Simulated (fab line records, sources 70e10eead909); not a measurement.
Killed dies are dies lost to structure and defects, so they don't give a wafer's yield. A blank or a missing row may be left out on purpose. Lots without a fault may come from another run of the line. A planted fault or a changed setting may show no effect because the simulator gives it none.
Chamber matching | flow nand_harc | NHARC_HYBRID_BOND_ACTIVATE_00 on rie_diel-11: 4 sister chambers
The step chemistry N2, time 60 s. 22 wafers are shown with their chamber, then 11 later ones without.

WAFERS WITH THEIR CHAMBER
wafer  | chamber | drypump_motor_current_A (A) | oes_product_au (a.u.) | rf_vpp_V (V)
L390.3 | 2       | 6.2                         | 1.014                 | 64.7
L390.4 | 0       | 5.9                         | 1.007                 | 65.1
L390.5 | 0       | 5.9                         | 1.003                 | 63.5
L389.2 | 0       | 5.9                         | 0.996                 | 65.5
L389.5 | 3       | 5.3                         | 1.004                 | 64.0
L389.6 | 0       | 5.9                         | 0.993                 | 64.0
L391.1 | 2       | 6.2                         | 1.012                 | 63.6
L391.2 | 3       | 5.3                         | 1.017                 | 64.0
L391.5 | 0       | 5.9                         | 1.014                 | 64.9
L393.1 | 0       | 5.9                         | 0.983                 | 64.2
L393.2 | 2       | 6.2                         | 1.006                 | 63.8
L393.3 | 1       | 5.3                         | 1.008                 | 64.2
L397.2 | 3       | 5.3                         | 0.984                 | 64.7
L397.3 | 1       | 5.3                         | 1.006                 | 64.5
L397.4 | 0       | 6.0                         | 0.995                 | 65.1
L398.1 | 0       | 5.9                         | 0.991                 | 64.6
L398.2 | 1       | 5.3                         | 1.007                 | 63.7
L398.6 | 0       | 5.9                         | 0.988                 | 63.7
L396.1 | 3       | 5.3                         | 0.992                 | 64.8
L396.4 | 1       | 5.3                         | 1.011                 | 63.6
L396.5 | 1       | 5.3                         | 1.002                 | 63.3
L399.2 | 3       | 5.3                         | 0.986                 | 66.6

SIGNATURES (means of the wafers above)
reading                 | chamber 0 | chamber 1 | chamber 2 | chamber 3 | scatter within a chamber
drypump_motor_current_A | 5.911     | 5.300     | 6.200     | 5.300     | 0.0222
oes_product_au          | 0.99667   | 1.00680   | 1.01067   | 0.99660   | 0.00942
rf_vpp_V                | 64.511    | 63.860    | 64.033    | 64.820    | 0.746
Rule: a wafer's distance from a chamber is the root of the sum, over the readings, of the square of ((its reading less the chamber's mean) divided by the reading's scatter). The wafer belongs to the nearest chamber; if the next one is less than 2 further off, it can't be placed. The scatter: the root of (the sum of the squares of (reading less its chamber's mean) over the shown wafers, divided by (wafers less chambers)).

WAFERS WITHOUT THEIR CHAMBER
wafer  | drypump_motor_current_A (A) | oes_product_au (a.u.) | rf_vpp_V (V)
L399.4 | 5.3                         | 1.002                 | 65.3
L399.5 | 6.2                         | 0.991                 | 64.1
L403.1 | 5.9                         | 0.996                 | 63.8
L403.4 | 5.3                         | 0.990                 | 65.2
L403.6 | 5.3                         | 1.003                 | 64.2
L408.1 | 5.3                         | 1.011                 | 64.8
L408.2 | 5.9                         | 0.992                 | 64.3
L408.6 | 5.3                         | 1.001                 | 63.9
L409.1 | 5.9                         | 1.005                 | 64.7
L409.4 | 5.3                         | 1.004                 | 64.1
L409.5 | 5.9                         | 1.000                 | 65.1

WHICH CHAMBER EACH WENT THROUGH
wafer  | from the rows above     | in truth
L399.4 | can't be placed: 3 or 1 | 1
L399.5 | 2                       | 2
L403.1 | 0                       | 0
L403.4 | can't be placed: 3 or 1 | 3
L403.6 | can't be placed: 1 or 3 | 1
L408.1 | can't be placed: 1 or 3 | 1
L408.2 | 0                       | 0
L408.6 | can't be placed: 1 or 3 | 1
L409.1 | 0                       | 0
L409.4 | can't be placed: 1 or 3 | 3
L409.5 | 0                       | 0
Placed correctly: 5 of 11. Can't be placed from these rows: 6 (the true chamber is among the candidates in 6). Placed wrongly: 0.
